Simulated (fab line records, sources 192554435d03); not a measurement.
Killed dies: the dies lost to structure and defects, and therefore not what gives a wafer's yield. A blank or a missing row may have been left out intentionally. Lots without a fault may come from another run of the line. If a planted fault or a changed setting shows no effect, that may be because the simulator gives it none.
A lot that was struck, set against a sound lot :: flow n5Finfet :: 15 out of 1938 route steps
Sound: the wafers L746.1, L746.2, L746.6. Wafers L752.4, L752.5, L752.6 were the ones struck. Last of all comes the cause.
For every step that has rows: the tool of each side, followed by ch and its chambers, followed by its first start. Under that, the readings that differ: sound wafers :: struck wafers :: difference of the means :: sigmas: that difference in standard deviations of wafers without a fault.
alike: words and numbers the same on both sides, and readings whose means are apart by under 2 such deviations; not compared: readings that were withheld, readings missing a value for some wafer, numbers with overlapping values and no deviation given by the record, and bounds like >300 which may hide the same value.
The two part at a step that has a row with sigmas, a row that says differs or no value, or rows on one side only. Non-overlapping numbers with no deviation appear without sigmas and do not part them. Lack of a reading on every wafer of one side parts them only where that side has two or more wafers.

N5_BEOL_M11_CMP_52: polishes, stops on SiCOH lowk, t overpolish 7 s, target thk 140 nm.
  sound on cmp-01 ch 1,2, day 11 22:37; struck on cmp-04 ch 1,2,3, day 13 07:46
  alike: barrierFieldEndpointS, edgeZonePressureFrac, motorCurrentA, overpolishRunS, retainingRingPressureFrac, slurryFlowMlMin, timeToEndpointS
N5_BEOL_M11_THK_MEAS_53: measures by xrf.
  struck on filmMetro-02, day 13 07:57; sound on filmMetro-01, day 11 22:55
  alike: M11_THK
then, 1 step without rows for these wafers: N5_BEOL_M11_PRE_CLEAN_55 (time 15 s).
N5_BEOL_M11_DEP_56: deposits SiCN from 3MS/NH3, target thk 30 nm, time 10.5 s.
  sound on pecvd-02 ch 0,1,2, day 11 22:58; struck on pecvd-02 ch 0,1,2, day 13 08:02
  alike: showerheadPlenumPTorr, throttleValvePct
N5_BEOL_M11_RS_MEAS_57: uses a four-point probe to measure.
  struck on filmMetro-01, day 13 08:05; sound on filmMetro-01, day 11 23:02
reading: M11_RS (ohm/sq)
sound: 0.1469 0.1472 0.1495
struck: 0.1549 0.1560 0.1546
difference: +0.0073
sigmas: +3
N5_BEOL_M11_INSPECT_58: inspects for defects (darkfield).
  struck on defectInspect-01, day 13 08:06; sound on defectInspect-02, day 11 23:04
  alike: rawDefectCount
N5_BEOL_M12_ILD_DEP_00: deposits SiOC from DEMS/O2, target thk 658.92 nm, time 130.7 s.
  sound on pecvd-04 ch 1,2, day 11 23:06; struck on pecvd-04 ch 0,1,2, day 13 08:11
  alike: heaterPowerW, showerheadPlenumPTorr, throttleValvePct
N5_BEOL_M12_THK_MEAS_01:
  struck on filmMetro-02, day 13 08:16; sound on filmMetro-01, day 11 23:14
  alike: M12_ILD_THK
then, 4 steps without rows for these wafers: N5_BEOL_M12_COAT_58 (time 60 s, resist thk 89 nm); N5_BEOL_M12_COAT_04 (resist thk 400 nm); N5_BEOL_M12_EBR_06; N5_BEOL_M12_SOFTBAKE_05 (time 60 s).
N5_BEOL_M12_EXPOSE_07: exposes mask V11.
  sound on krfScanner-01 ch 0, day 11 23:29; struck on krfScanner-02 ch 0, day 13 11:58
reading: exposureDoseMJCm2
sound: 32.42 32.41 32.49
struck: 31.22 31.18 31.24
difference: -1.23
sigmas: -40
  alike: mask
then, 1 step without rows for these wafers: N5_BEOL_M12_PEB_08 (peb time 90 s).
N5_PASSIVATION_PROBE_49:
  rows exist in the record for the sound wafers here (prober-01, day 13 18:38), none for the struck ones

== WHERE THEY PART ==
Last at N5_PASSIVATION_PROBE_49 as far as this record goes, first at N5_BEOL_M11_RS_MEAS_57.

WHY: the cause the simulator had injected
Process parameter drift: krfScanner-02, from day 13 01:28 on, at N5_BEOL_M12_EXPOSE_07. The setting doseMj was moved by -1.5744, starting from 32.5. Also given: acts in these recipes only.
